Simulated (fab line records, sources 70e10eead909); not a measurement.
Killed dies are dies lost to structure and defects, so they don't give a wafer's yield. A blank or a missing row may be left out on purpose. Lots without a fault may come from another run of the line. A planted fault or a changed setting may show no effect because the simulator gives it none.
Chamber matching | flow nand_harc | NHARC_A_CHANNEL_FILL_D1_STRIP_28 on rie_diel-12: 4 sister chambers
The step strips in O2, time 20 s. 16 wafers are shown with their chamber, then 8 later ones without.

WAFERS WITH THEIR CHAMBER
wafer  | chamber | showerhead_plenum_p_Torr (Torr) | drypump_motor_current_A (A) | oes_product_au (a.u.)
L078.1 | 0       | 3.29                            | 5.5                         | 1.000
L078.5 | 2       | 3.75                            | 6.3                         | 0.999
L078.6 | 1       | 3.46                            | 6.6                         | 1.002
L077.2 | 1       | 3.46                            | 6.6                         | 0.996
L077.3 | 0       | 3.29                            | 5.5                         | 1.008
L077.5 | 0       | 3.29                            | 5.5                         | 1.001
L079.1 | 1       | 3.45                            | 6.6                         | 0.980
L079.2 | 0       | 3.29                            | 5.5                         | 0.991
L079.4 | 2       | 3.75                            | 6.3                         | 0.980
L084.2 | 1       | 3.45                            | 6.6                         | 0.981
L084.3 | 2       | 3.75                            | 6.2                         | 0.992
L084.5 | 1       | 3.45                            | 6.7                         | 0.994
L086.1 | 3       | 3.64                            | 5.4                         | 0.986
L086.3 | 0       | 3.29                            | 5.5                         | 1.004
L086.6 | 1       | 3.45                            | 6.6                         | 0.997
L094.1 | 3       | 3.63                            | 5.3                         | 0.987

SIGNATURES (means of the wafers above)
reading                  | chamber 0 | chamber 1 | chamber 2 | chamber 3 | scatter within a chamber
showerhead_plenum_p_Torr | 3.2900    | 3.4533    | 3.7500    | 3.6350    | 0.00391
drypump_motor_current_A  | 5.500     | 6.617     | 6.267     | 5.350     | 0.0408
oes_product_au           | 1.00080   | 0.99167   | 0.99033   | 0.98650   | 0.00792
Rule: a wafer's distance from a chamber is the root of the sum, over the readings, of the square of ((its reading less the chamber's mean) divided by the reading's scatter). The wafer belongs to the nearest chamber; if the next one is less than 2 further off, it can't be placed. The scatter: the root of (the sum of the squares of (reading less its chamber's mean) over the shown wafers, divided by (wafers less chambers)).

WAFERS WITHOUT THEIR CHAMBER
wafer  | showerhead_plenum_p_Torr (Torr) | drypump_motor_current_A (A) | oes_product_au (a.u.)
L094.3 | 3.28                            | 5.5                         | 0.993
L094.4 | 3.45                            | 6.6                         | 1.004
L092.1 | 3.28                            | 5.5                         | 0.991
L092.2 | 3.45                            | 6.6                         | 1.010
L092.4 | 3.75                            | 6.3                         | 0.986
L095.1 | 3.63                            | 5.4                         | 0.994
L095.2 | 3.28                            | 5.5                         | 1.005
L095.3 | 3.74                            | 6.3                         | 1.000

WHICH CHAMBER EACH WENT THROUGH
wafer  | from the rows above | in truth
L094.3 | 0                   | 0
L094.4 | 1                   | 1
L092.1 | 0                   | 0
L092.2 | 1                   | 1
L092.4 | 2                   | 2
L095.1 | 3                   | 3
L095.2 | 0                   | 0
L095.3 | 2                   | 2
Placed correctly: 8 of 8. Can't be placed from these rows: 0. Placed wrongly: 0.
